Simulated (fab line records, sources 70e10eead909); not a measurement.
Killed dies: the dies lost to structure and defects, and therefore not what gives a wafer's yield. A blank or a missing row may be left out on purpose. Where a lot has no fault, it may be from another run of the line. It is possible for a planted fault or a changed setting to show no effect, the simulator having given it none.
Struck lot and sound lot, side by side	flow nand harc	15 steps out of a route of 1159
Sound: the wafers L436.1, L436.4, L436.6. Struck: wafers L446.1, L446.4. (L446.5 of the same lot was not struck and is left out.) The cause comes at the end.
At each step with rows: each side's tool, then ch and its chambers, then its first start. Under that, the readings that differ: sound wafers	struck wafers	difference of the means	sigmas: that difference in standard deviations of wafers without a fault.
alike: same words and numbers on both sides, and readings whose means sit less than 2 such deviations apart. not compared: any withheld reading, any reading some wafer has no value for, any bound like >300 that may hide the same value, and any number with overlapping values for which the record gives no deviation.
The two part at a step that has a row with sigmas, a row that says differs or no value, or rows on one side only. Numbers that have no deviation but don't overlap get no sigmas and don't part them. A reading missing from all wafers of one side parts the sides only when that side holds two or more wafers.

NHARC_P_CONTACT_DESCUM_17: chemistry O2, time 3 s.
  sound on rie diel-02 ch 2,3, day 6 11:10; struck on rie diel-02 ch 0,1, day 9 04:25
reading	sound	struck	difference	sigmas
drypump motor current A (A)	6.6 6.2 6.6	5.2 5.0	-1.4	-2
rf vpp V (V)	58.6 59.1 58.5	56.7 57.1	-1.8	-2
  alike: oes product au, showerhead plenum p Torr, throttle valve pct
  not compared: rf hours counter h
NHARC_P_CONTACT_ETCH_35: etches the open film in CF4, target depth 39 nm, time 65 s.
  sound on rie diel-02 ch 0,2, day 6 11:16; struck on rie diel-02 ch 0,2, day 9 04:30
  alike: drypump motor current A, oes product au, rf vpp V, showerhead plenum p Torr, throttle valve pct
  not compared: rf hours counter h
then, 4 steps without rows for these wafers: NHARC_P_CONTACT_ETCH_36 (etches the open film in N2/H2, target depth 260 nm, time 406.25 s); NHARC_P_CONTACT_ETCH_18 (etches the open film in C4F8/O2/Ar, target depth 481 nm, time 240.5 s); NHARC_P_CONTACT_STRIP_37 (strips in C4F8/O2/Ar); NHARC_P_CONTACT_ETCH_31 (etches the open film in CH3F/O2, target depth 30 nm, time 85.7 s).
NHARC_P_CONTACT_CD_MEAS_19:
  sound on cd sem-02, day 6 12:12; struck on cd sem-03, day 9 05:18
  alike: cd nm
NHARC_P_CONTACT_STRIP_28: strips in O2.
  sound on rie diel-05 ch 0,2, day 6 12:17; struck on rie diel-08 ch 1,2, day 9 05:23
  alike: drypump motor current A, oes product au, rf vpp V, showerhead plenum p Torr, throttle valve pct
  not compared: rf hours counter h
then, 1 step without rows for these wafers: NHARC_P_CONTACT_STRIP_29 (strips in post etch residue remover, time 1200 s).
NHARC_P_CONTACT_DEGAS_38: time 60 s.
  sound on pvd sputter-02, day 6 12:55; struck on pvd sputter-01, day 9 06:02
  alike: heater power w
then, 2 steps without rows for these wafers: NHARC_P_CONTACT_PRE_CLEAN_39 (time 19.5 s); NHARC_P_CONTACT_PVD_32 (deposits Ti, target thk 5 nm, time 17.7 s).
NHARC_P_CONTACT_ALD_22: deposits TiN, target thk 3 nm, pulse time 1 s, ald cycles 150.
  sound on ald metal-02 ch 0,1,2, day 6 13:09; struck on ald metal-03 ch 2,3, day 9 06:18
reading	sound	struck	difference	sigmas
ald cycles	150 150 150	139 139	-11	
  alike: heater power w, precursor pulse height rel
NHARC_P_CONTACT_CVD_23: deposits W, target thk 200 nm, time 557 s.
  sound on cvd w-02 ch 0,1; struck on cvd w-02 ch 0,1
  alike: heater power w, throttle valve pct
NHARC_END_SORT_01:
  the record has rows for the sound wafers here (prober-02 ch 0, day 20 04:16) and none for the struck ones

## WHERE THEY PART
At NHARC_P_CONTACT_DESCUM_17 first; at NHARC_END_SORT_01 last (within this record only).

WHY: what had been put in by the simulator
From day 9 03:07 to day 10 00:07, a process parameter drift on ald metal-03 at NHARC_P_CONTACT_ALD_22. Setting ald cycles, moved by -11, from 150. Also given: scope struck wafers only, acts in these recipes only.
